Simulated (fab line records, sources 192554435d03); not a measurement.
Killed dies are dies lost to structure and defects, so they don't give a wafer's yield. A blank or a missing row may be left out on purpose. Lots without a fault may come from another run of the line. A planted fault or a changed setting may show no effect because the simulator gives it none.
Which tool did it? | flow n5_finfet | 24 lots, 72 wafers sampled, at 6 steps of a route of 1938

WHAT THE GAUGES READ, wafer by wafer
The record holds no reading of a measuring or inspecting step that can be judged against a usual standard deviation.

WHICH TOOL RAN EACH LOT (tool, then ch and the chambers of the sampled wafers, then the start)
lot  | N5_BEOL_M4_HM_OPEN_17             | N5_BEOL_M4_VIA_ETCH_34             | N5_BEOL_M4_SPUTTER_48        | N5_BEOL_M4_SPUTTER_79        | N5_BEOL_M4_ANNEAL_87         | N5_BEOL_M4_SPUTTER_96
L076 | rie_metal-02 ch 0,1, day 8 09:52  | rie_diel-03 ch 1,2,3, day 8 15:21  | pvd_sputter-02, day 8 16:46  | pvd_sputter-02, day 8 16:59  | pvd_sputter-02, day 8 17:30  | pvd_sputter-02, day 8 18:31
L077 | rie_metal-01 ch 0, day 8 13:58    | rie_diel-05 ch 0,1,2, day 8 18:36  | pvd_sputter-03, day 8 20:01  | pvd_sputter-03, day 8 20:14  | pvd_sputter-03, day 8 20:45  | pvd_sputter-03, day 8 21:46
L075 | rie_metal-02 ch 0, day 8 14:44    | rie_diel-03 ch 0,2,3, day 8 21:21  | pvd_sputter-03, day 8 22:40  | pvd_sputter-03, day 8 22:53  | pvd_sputter-03, day 8 23:24  | pvd_sputter-03, day 9 00:25
L078 | rie_metal-03 ch 0,1, day 8 22:25  | rie_diel-05 ch 0,1, day 9 05:34    | pvd_sputter-03, day 9 07:04  | pvd_sputter-03, day 9 07:17  | pvd_sputter-03, day 9 07:49  | pvd_sputter-03, day 9 08:50
L074 | rie_metal-03 ch 0,1, day 9 05:17  | rie_diel-05 ch 0,1,2, day 9 15:04  | pvd_sputter-01, day 9 17:56  | pvd_sputter-01, day 9 18:10  | pvd_sputter-01, day 9 18:41  | pvd_sputter-01, day 9 19:42
L079 | rie_metal-03 ch 0,1, day 9 07:23  | rie_diel-05 ch 1,2, day 9 20:09    | pvd_sputter-02, day 9 21:16  | pvd_sputter-02, day 9 21:29  | pvd_sputter-02, day 9 22:01  | pvd_sputter-02, day 9 23:02
L080 | rie_metal-01 ch 0, day 9 11:35    | rie_diel-03 ch 0,1, day 9 14:56    | pvd_sputter-02, day 9 16:25  | pvd_sputter-02, day 9 16:38  | pvd_sputter-02, day 9 17:09  | pvd_sputter-02, day 9 18:10
L081 | rie_metal-01 ch 0, day 9 16:43    | rie_diel-01 ch 1,2,3, day 9 20:07  | pvd_sputter-01, day 9 21:07  | pvd_sputter-01, day 9 21:20  | pvd_sputter-01, day 9 21:52  | pvd_sputter-01, day 9 22:53
L082 | rie_metal-03 ch 0,1, day 9 19:28  | rie_diel-03 ch 0,1,2, day 9 23:02  | pvd_sputter-03, day 10 00:45 | pvd_sputter-03, day 10 00:58 | pvd_sputter-03, day 10 01:29 | pvd_sputter-03, day 10 02:31
L084 | rie_metal-01 ch 0, day 10 03:26   | rie_diel-05 ch 0,2,3, day 10 15:10 | pvd_sputter-02, day 10 16:50 | pvd_sputter-02, day 10 17:04 | pvd_sputter-02, day 10 17:35 | pvd_sputter-02, day 10 18:36
L083 | rie_metal-02 ch 0,1, day 10 04:22 | rie_diel-03 ch 0,1, day 10 15:08   | pvd_sputter-01, day 10 16:25 | pvd_sputter-01, day 10 16:38 | pvd_sputter-01, day 10 17:09 | pvd_sputter-01, day 10 18:10
L085 | rie_metal-03 ch 1, day 10 07:59   | rie_diel-03 ch 0,1, day 10 19:16   | pvd_sputter-02, day 10 21:55 | pvd_sputter-02, day 10 22:08 | pvd_sputter-02, day 10 22:40 | pvd_sputter-02, day 10 23:41
L086 | rie_metal-01 ch 0,1, day 10 20:53 | rie_diel-01 ch 0,3, day 11 14:22   | pvd_sputter-03, day 11 15:50 | pvd_sputter-03, day 11 16:04 | pvd_sputter-03, day 11 16:35 | pvd_sputter-03, day 11 17:36
L088 | rie_metal-02 ch 1, day 11 23:43   | rie_diel-01 ch 0,1,3, day 12 06:20 | pvd_sputter-03, day 12 07:44 | pvd_sputter-03, day 12 07:57 | pvd_sputter-03, day 12 08:28 | pvd_sputter-03, day 12 09:29
L090 | rie_metal-02 ch 0, day 12 03:16   | rie_diel-05 ch 0,2, day 12 13:00   | pvd_sputter-01, day 12 14:34 | pvd_sputter-01, day 12 14:47 | pvd_sputter-01, day 12 15:19 | pvd_sputter-01, day 12 16:20
L089 | rie_metal-03 ch 0,1, day 12 05:16 | rie_diel-03 ch 1,2,3, day 12 13:05 | pvd_sputter-02, day 12 14:37 | pvd_sputter-02, day 12 14:50 | pvd_sputter-02, day 12 15:22 | pvd_sputter-02, day 12 16:23
L087 | rie_metal-01 ch 0,1, day 12 08:47 | rie_diel-03 ch 0,1,3, day 12 13:27 | pvd_sputter-01, day 12 16:25 | pvd_sputter-01, day 12 16:38 | pvd_sputter-01, day 12 17:09 | pvd_sputter-01, day 12 18:10
L091 | rie_metal-02 ch 1, day 12 11:08   | rie_diel-01 ch 0,3, day 12 17:26   | pvd_sputter-02, day 12 18:49 | pvd_sputter-02, day 12 19:02 | pvd_sputter-02, day 12 19:33 | pvd_sputter-02, day 12 20:34
L092 | rie_metal-03 ch 0,1, day 12 14:13 | rie_diel-03 ch 1,2, day 12 17:41   | pvd_sputter-03, day 12 18:59 | pvd_sputter-03, day 12 19:13 | pvd_sputter-03, day 12 19:44 | pvd_sputter-03, day 12 20:45
L093 | rie_metal-03 ch 0,1, day 13 08:13 | rie_diel-03 ch 0,1,2, day 13 13:40 | pvd_sputter-01, day 13 16:12 | pvd_sputter-01, day 13 16:25 | pvd_sputter-01, day 13 16:56 | pvd_sputter-01, day 13 17:58
L094 | rie_metal-01 ch 0,1, day 13 19:33 | rie_diel-05 ch 0,1,2, day 13 21:37 | pvd_sputter-01, day 13 22:58 | pvd_sputter-01, day 13 23:11 | pvd_sputter-01, day 13 23:42 | pvd_sputter-01, day 14 00:43
L095 | rie_metal-01 ch 0,1, day 13 22:34 | rie_diel-03 ch 1,2,3, day 14 00:58 | pvd_sputter-03, day 14 02:40 | pvd_sputter-03, day 14 02:53 | pvd_sputter-03, day 14 03:24 | pvd_sputter-03, day 14 04:25
L096 | rie_metal-01 ch 0,1, day 13 23:49 | rie_diel-05 ch 0,1,3, day 14 04:37 | pvd_sputter-03, day 14 07:50 | pvd_sputter-03, day 14 08:04 | pvd_sputter-03, day 14 08:35 | pvd_sputter-03, day 14 09:36
L097 | rie_metal-03 ch 0,1, day 14 02:01 | rie_diel-05 ch 2,3, day 14 09:27   | pvd_sputter-03, day 14 10:46 | pvd_sputter-03, day 14 10:59 | pvd_sputter-03, day 14 11:30 | pvd_sputter-03, day 14 12:31
- N5_BEOL_M4_HM_OPEN_17: chemistry Cl2/BCl3, target TiN, target depth 20 nm, overetch 6 nm.
- N5_BEOL_M4_VIA_ETCH_34: etches the open film in C4F6/O2, target depth 69.4 nm, time 65.9 s.
- N5_BEOL_M4_SPUTTER_48: material Cu, target thk 4.5 nm, time 8.29 s.
- N5_BEOL_M4_SPUTTER_79: material Cu, target thk 4.5 nm, time 8.29 s.
- N5_BEOL_M4_ANNEAL_87: time 240 s.
- N5_BEOL_M4_SPUTTER_96: material Cu, target thk 4.5 nm, time 8.29 s.

WHAT THE TOOLS THEMSELVES READ (means of the sampled wafers that have a number; where no wafer has one, the mark that the record gives instead)
N5_BEOL_M4_HM_OPEN_17. Usual: drypump_motor_current_A 6.0 A, standard deviation 0.5; oes_product_au 0.67 a.u., standard deviation 0.083; throttle_valve_pct 22.33 %, standard deviation 0.23.
lot  | tool         | drypump_motor_current_A (A) | oes_product_au (a.u.) | throttle_valve_pct (%) | flag
L076 | rie_metal-02 | 5.1                         | 0.60                  | 22.36                  |
L077 | rie_metal-01 | 6.0                         | 0.81                  | 22.23                  |
L075 | rie_metal-02 | 5.6                         | 0.55                  | 22.44                  |
L078 | rie_metal-03 | 6.4                         | 0.70                  | 22.17                  |
L074 | rie_metal-03 | 6.4                         | 0.69                  | 22.17                  |
L079 | rie_metal-03 | 6.5                         | 0.65                  | 22.40                  |
L080 | rie_metal-01 | 6.1                         | 0.78                  | 22.24                  |
L081 | rie_metal-01 | 6.0                         | 0.78                  | 22.23                  |
L082 | rie_metal-03 | 6.4                         | 0.63                  | 22.41                  |
L084 | rie_metal-01 | 6.1                         | 0.76                  | 22.24                  |
L083 | rie_metal-02 | 5.4                         | 0.57                  | 22.41                  |
L085 | rie_metal-03 | 6.4                         | 0.74                  | 21.95                  |
L086 | rie_metal-01 | 6.0                         | 0.75                  | 22.34                  |
L088 | rie_metal-02 | 5.0                         | 0.61                  | 22.35                  |
L090 | rie_metal-02 | 5.6                         | 0.53                  | 22.47                  |
L089 | rie_metal-03 | 6.4                         | 0.67                  | 22.19                  |
L087 | rie_metal-01 | 5.9                         | 0.71                  | 22.45                  |
L091 | rie_metal-02 | 5.0                         | 0.62                  | 22.34                  |
L092 | rie_metal-03 | 6.5                         | 0.62                  | 22.43                  |
L093 | rie_metal-03 | 6.4                         | 0.66                  | 22.20                  |
L094 | rie_metal-01 | 6.0                         | 0.72                  | 22.36                  |
L095 | rie_metal-01 | 5.9                         | 0.70                  | 22.45                  |
L096 | rie_metal-01 | 5.9                         | 0.70                  | 22.45                  |
L097 | rie_metal-03 | 6.4                         | 0.62                  | 22.42                  |

N5_BEOL_M4_VIA_ETCH_34. Usual: O2_flow_sccm 10.00 sccm, standard deviation 0.031; drypump_motor_current_A 5.6 A, standard deviation 0.49; oes_o_777_au 0.79 a.u., standard deviation 0.063; oes_product_au 0.78 a.u., standard deviation 0.06; rf_vpp_V 665 V, standard deviation 15; showerhead_plenum_p_Torr 2.89 Torr, standard deviation 0.096; throttle_valve_pct 30.93 %, standard deviation 0.25.
lot  | tool        | O2_flow_sccm (sccm) | drypump_motor_current_A (A) | oes_o_777_au (a.u.) | oes_product_au (a.u.) | rf_vpp_V (V) | showerhead_plenum_p_Torr (Torr) | throttle_valve_pct (%) | flag
L076 | rie_diel-03 | 9.97                | 5.6                         | 0.77                | 0.75                  | 664          | 2.82                            | 31.14                  |
L077 | rie_diel-05 | 10.01               | 5.8                         | 0.85                | 0.85                  | 655          | 2.85                            | 30.86                  |
L075 | rie_diel-03 | 10.05               | 5.8                         | 0.75                | 0.74                  | 664          | 2.84                            | 31.16                  |
L078 | rie_diel-05 | 10.00               | 5.8                         | 0.85                | 0.84                  | 641          | 2.76                            | 30.81                  |
L074 | rie_diel-05 | 10.00               | 5.8                         | 0.84                | 0.84                  | 654          | 2.84                            | 30.87                  |
L079 | rie_diel-05 | 10.01               | 5.6                         | 0.86                | 0.85                  | 652          | 2.84                            | 30.75                  |
L080 | rie_diel-03 | 9.99                | 5.5                         | 0.78                | 0.76                  | 665          | 2.91                            | 30.79                  |
L081 | rie_diel-01 | 9.99                | 5.1                         | 0.76                | 0.75                  | 675          | 2.92                            | 30.80                  |
L082 | rie_diel-03 | 10.03               | 5.4                         | 0.77                | 0.76                  | 673          | 2.89                            | 31.02                  |
L084 | rie_diel-05 | 9.98                | 5.5                         | 0.82                | 0.83                  | 664          | 2.92                            | 30.98                  |
L083 | rie_diel-03 | 9.99                | 5.4                         | 0.78                | 0.76                  | 665          | 2.88                            | 30.78                  |
L085 | rie_diel-03 | 10.00               | 5.4                         | 0.78                | 0.77                  | 666          | 2.88                            | 30.79                  |
L086 | rie_diel-01 | 10.02               | 6.0                         | 0.73                | 0.75                  | 678          | 2.89                            | 30.60                  |
L088 | rie_diel-01 | 10.02               | 5.6                         | 0.75                | 0.77                  | 677          | 2.89                            | 30.72                  |
L090 | rie_diel-05 | 9.99                | 6.0                         | 0.80                | 0.80                  | 655          | 2.83                            | 31.01                  |
L089 | rie_diel-03 | 9.98                | 5.6                         | 0.83                | 0.81                  | 667          | 2.92                            | 31.12                  |
L087 | rie_diel-03 | 9.98                | 5.8                         | 0.83                | 0.81                  | 660          | 2.94                            | 30.88                  |
L091 | rie_diel-01 | 10.01               | 5.7                         | 0.70                | 0.72                  | 680          | 2.90                            | 30.71                  |
L092 | rie_diel-03 | 9.99                | 5.3                         | 0.75                | 0.75                  | 679          | 2.85                            | 31.26                  |
L093 | rie_diel-03 | 10.02               | 5.4                         | 0.75                | 0.74                  | 672          | 2.87                            | 31.04                  |
L094 | rie_diel-05 | 10.00               | 5.8                         | 0.81                | 0.80                  | 654          | 2.83                            | 30.90                  |
L095 | rie_diel-03 | 9.99                | 5.6                         | 0.82                | 0.80                  | 667          | 2.91                            | 31.13                  |
L096 | rie_diel-05 | 9.99                | 5.5                         | 0.80                | 0.79                  | 651          | 2.82                            | 30.96                  |
L097 | rie_diel-05 | 9.98                | 5.3                         | 0.79                | 0.81                  | 676          | 2.99                            | 30.93                  |

N5_BEOL_M4_SPUTTER_48. Usual: throttle_valve_pct 29.8 %, standard deviation 0.98.
lot  | tool           | throttle_valve_pct (%) | flag
L076 | pvd_sputter-02 | 28.7                   |
L077 | pvd_sputter-03 | 29.7                   |
L075 | pvd_sputter-03 | 30.2                   |
L078 | pvd_sputter-03 | 29.6                   |
L074 | pvd_sputter-01 | 31.0                   |
L079 | pvd_sputter-02 | 28.5                   |
L080 | pvd_sputter-02 | 29.2                   |
L081 | pvd_sputter-01 | 30.7                   |
L082 | pvd_sputter-03 | 29.8                   |
L084 | pvd_sputter-02 | 28.7                   |
L083 | pvd_sputter-01 | 30.4                   |
L085 | pvd_sputter-02 | 29.3                   |
L086 | pvd_sputter-03 | 29.4                   |
L088 | pvd_sputter-03 | 30.1                   |
L090 | pvd_sputter-01 | 29.7                   |
L089 | pvd_sputter-02 | 29.1                   |
L087 | pvd_sputter-01 | 30.5                   |
L091 | pvd_sputter-02 | 29.0                   |
L092 | pvd_sputter-03 | 29.8                   |
L093 | pvd_sputter-01 | 31.0                   |
L094 | pvd_sputter-01 | 31.1                   |
L095 | pvd_sputter-03 | 29.7                   |
L096 | pvd_sputter-03 | 29.8                   |
L097 | pvd_sputter-03 | 29.8                   |

N5_BEOL_M4_SPUTTER_79. Usual: throttle_valve_pct 29.7 %, standard deviation 0.94.
lot  | tool           | throttle_valve_pct (%) | flag
L076 | pvd_sputter-02 | 28.8                   |
L077 | pvd_sputter-03 | 29.8                   |
L075 | pvd_sputter-03 | 30.2                   |
L078 | pvd_sputter-03 | 29.5                   |
L074 | pvd_sputter-01 | 30.9                   |
L079 | pvd_sputter-02 | 28.6                   |
L080 | pvd_sputter-02 | 29.1                   |
L081 | pvd_sputter-01 | 30.6                   |
L082 | pvd_sputter-03 | 29.8                   |
L084 | pvd_sputter-02 | 28.7                   |
L083 | pvd_sputter-01 | 30.3                   |
L085 | pvd_sputter-02 | 29.0                   |
L086 | pvd_sputter-03 | 29.8                   |
L088 | pvd_sputter-03 | 30.1                   |
L090 | pvd_sputter-01 | 29.7                   |
L089 | pvd_sputter-02 | 29.1                   |
L087 | pvd_sputter-01 | 30.5                   |
L091 | pvd_sputter-02 | 28.8                   |
L092 | pvd_sputter-03 | 29.8                   |
L093 | pvd_sputter-01 | 30.9                   |
L094 | pvd_sputter-01 | 31.0                   |
L095 | pvd_sputter-03 | 29.8                   |
L096 | pvd_sputter-03 | 29.5                   |
L097 | pvd_sputter-03 | 29.6                   |

N5_BEOL_M4_ANNEAL_87. Usual: heater_power_w 794 W, standard deviation 74.
lot  | tool           | heater_power_w (W) | flag
L076 | pvd_sputter-02 | 791                |
L077 | pvd_sputter-03 | 735                |
L075 | pvd_sputter-03 | 697                |
L078 | pvd_sputter-03 | 756                |
L074 | pvd_sputter-01 | 800                |
L079 | pvd_sputter-02 | 940                |
L080 | pvd_sputter-02 | 887                |
L081 | pvd_sputter-01 | 820                |
L082 | pvd_sputter-03 | 744                |
L084 | pvd_sputter-02 | 865                |
L083 | pvd_sputter-01 | 795                |
L085 | pvd_sputter-02 | 865                |
L086 | pvd_sputter-03 | 773                |
L088 | pvd_sputter-03 | 728                |
L090 | pvd_sputter-01 | 811                |
L089 | pvd_sputter-02 | 794                |
L087 | pvd_sputter-01 | 800                |
L091 | pvd_sputter-02 | 878                |
L092 | pvd_sputter-03 | 748                |
L093 | pvd_sputter-01 | 797                |
L094 | pvd_sputter-01 | 779                |
L095 | pvd_sputter-03 | 747                |
L096 | pvd_sputter-03 | 763                |
L097 | pvd_sputter-03 | 756                |

N5_BEOL_M4_SPUTTER_96. Usual: throttle_valve_pct 29.8 %, standard deviation 0.97.
lot  | tool           | throttle_valve_pct (%) | flag
L076 | pvd_sputter-02 | 28.7                   |
L077 | pvd_sputter-03 | 29.7                   |
L075 | pvd_sputter-03 | 30.2                   |
L078 | pvd_sputter-03 | 29.8                   |
L074 | pvd_sputter-01 | 31.1                   |
L079 | pvd_sputter-02 | 28.8                   |
L080 | pvd_sputter-02 | 29.3                   |
L081 | pvd_sputter-01 | 30.6                   |
L082 | pvd_sputter-03 | 29.7                   |
L084 | pvd_sputter-02 | 28.6                   |
L083 | pvd_sputter-01 | 30.3                   |
L085 | pvd_sputter-02 | 29.3                   |
L086 | pvd_sputter-03 | 29.5                   |
L088 | pvd_sputter-03 | 30.2                   |
L090 | pvd_sputter-01 | 29.9                   |
L089 | pvd_sputter-02 | 29.0                   |
L087 | pvd_sputter-01 | 30.7                   |
L091 | pvd_sputter-02 | 28.9                   |
L092 | pvd_sputter-03 | 29.7                   |
L093 | pvd_sputter-01 | 31.1                   |
L094 | pvd_sputter-01 | 31.1                   |
L095 | pvd_sputter-03 | 29.8                   |
L096 | pvd_sputter-03 | 29.6                   |
L097 | pvd_sputter-03 | 29.7                   |

THE ANSWER, worked out from the rows above alone
Rule: a lot is off if the mean of its wafers that have a number lies more than 3 standard deviations from the usual mean. A lot without any number at a reading at which 4 lots or more have one is off too. The other lots that the step has rows for count as sound. The gauges are gone through in route order, then the tools' own readings, and for those a lot's mean is taken as printed above. The first step at which some lot is off is used, and at that step the reading that is off furthest; a lot without a number counts as furthest.
No lot is off at any reading shown: from this, nothing can be told.

WHAT THE SIMULATOR HAD PUT IN
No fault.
